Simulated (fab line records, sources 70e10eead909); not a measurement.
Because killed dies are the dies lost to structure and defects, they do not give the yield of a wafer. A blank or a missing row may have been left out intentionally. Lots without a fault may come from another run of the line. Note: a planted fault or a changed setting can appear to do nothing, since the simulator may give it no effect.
Chamber matching    flow nandHarc    4 sister chambers for NHARC_P_ZERO_WELL_DESCUM_13 on rieDiel-01
The step chemistry O2, time 3 s. 30 wafers are shown with their chamber, then 12 later ones without.

== WAFERS, EACH WITH ITS CHAMBER ==
wafer   chamber  drypumpMotorCurrentA (A)  showerheadPlenumPTorr (Torr)  oesProductAu (a.u.)
L079.2  1        4.8                       1.99                          1.003
L079.3  3        5.2                       1.84                          1.010
L079.5  0        5.7                       1.90                          0.996
L080.3  2        5.9                       1.83                          1.020
L080.5  1        4.8                       1.99                          1.018
L080.6  0        5.7                       1.90                          1.002
L082.4  2        5.9                       1.83                          1.001
L082.5  3        5.3                       1.83                          0.996
L082.6  0        5.7                       1.90                          0.985
L083.2  1        4.8                       1.98                          0.998
L083.5  0        5.7                       1.90                          1.004
L083.6  1        4.8                       1.98                          1.005
L084.4  0        5.7                       1.90                          1.001
L084.5  3        5.3                       1.83                          1.012
L084.6  0        5.6                       1.90                          1.002
L085.3  0        5.7                       1.90                          0.993
L085.4  1        4.8                       1.98                          1.002
L085.5  0        5.7                       1.90                          0.995
L086.2  2        5.9                       1.82                          1.008
L086.5  3        5.3                       1.83                          1.014
L086.6  0        5.7                       1.90                          0.998
L087.2  3        5.2                       1.83                          1.006
L087.3  0        5.6                       1.89                          0.995
L087.4  2        5.9                       1.82                          1.004
L088.2  1        4.8                       1.98                          0.998
L088.4  3        5.3                       1.83                          1.004
L088.5  2        5.9                       1.82                          1.003
L089.3  3        5.3                       1.83                          1.010
L089.5  2        5.9                       1.82                          1.011
L089.6  1        4.8                       1.98                          0.993

SIGNATURES (averages over the wafers above)
reading                chamber 0  chamber 1  chamber 2  chamber 3  scatter within a chamber
drypumpMotorCurrentA   5.680      4.800      5.900      5.271      0.0341
showerheadPlenumPTorr  1.8990     1.9829     1.8233     1.8314     0.00417
oesProductAu           0.99710    1.00243    1.00783    1.00743    0.00658
Rule: for each reading, subtract the chamber's mean from the wafer's reading, divide by that reading's scatter and square the result; add these up over the readings and take the root, which gives the wafer's distance from the chamber. The wafer belongs to the nearest chamber; if the next one is less than 2 further off, it can't be placed. How the scatter is found: for the shown wafers, subtract from each reading the mean of its chamber, square and add these, divide the total by (wafers less chambers), then take the root.

== WAFERS WHOSE CHAMBER IS MISSING ==
wafer   drypumpMotorCurrentA (A)  showerheadPlenumPTorr (Torr)  oesProductAu (a.u.)
L091.2  5.3                       1.82                          1.003
L091.3  5.7                       1.89                          0.993
L091.4  4.8                       1.98                          1.009
L094.2  5.3                       1.82                          0.995
L094.4  5.7                       1.89                          0.986
L094.5  5.2                       1.82                          1.000
L095.1  4.8                       1.97                          1.000
L095.2  5.7                       1.89                          0.994
L095.4  5.9                       1.82                          1.013
L097.1  4.8                       1.97                          1.002
L097.2  5.3                       1.82                          0.996
L097.5  5.7                       1.89                          0.993

== WHICH CHAMBER EACH WENT THROUGH ==
wafer   from the rows above  in truth
L091.2  3                    3
L091.3  0                    0
L091.4  1                    1
L094.2  3                    3
L094.4  0                    0
L094.5  3                    3
L095.1  1                    1
L095.2  0                    0
L095.4  2                    2
L097.1  1                    1
L097.2  3                    3
L097.5  0                    0
Correct placement for 12 of the 12. Not placeable from these rows: 0. 0 placed wrongly.
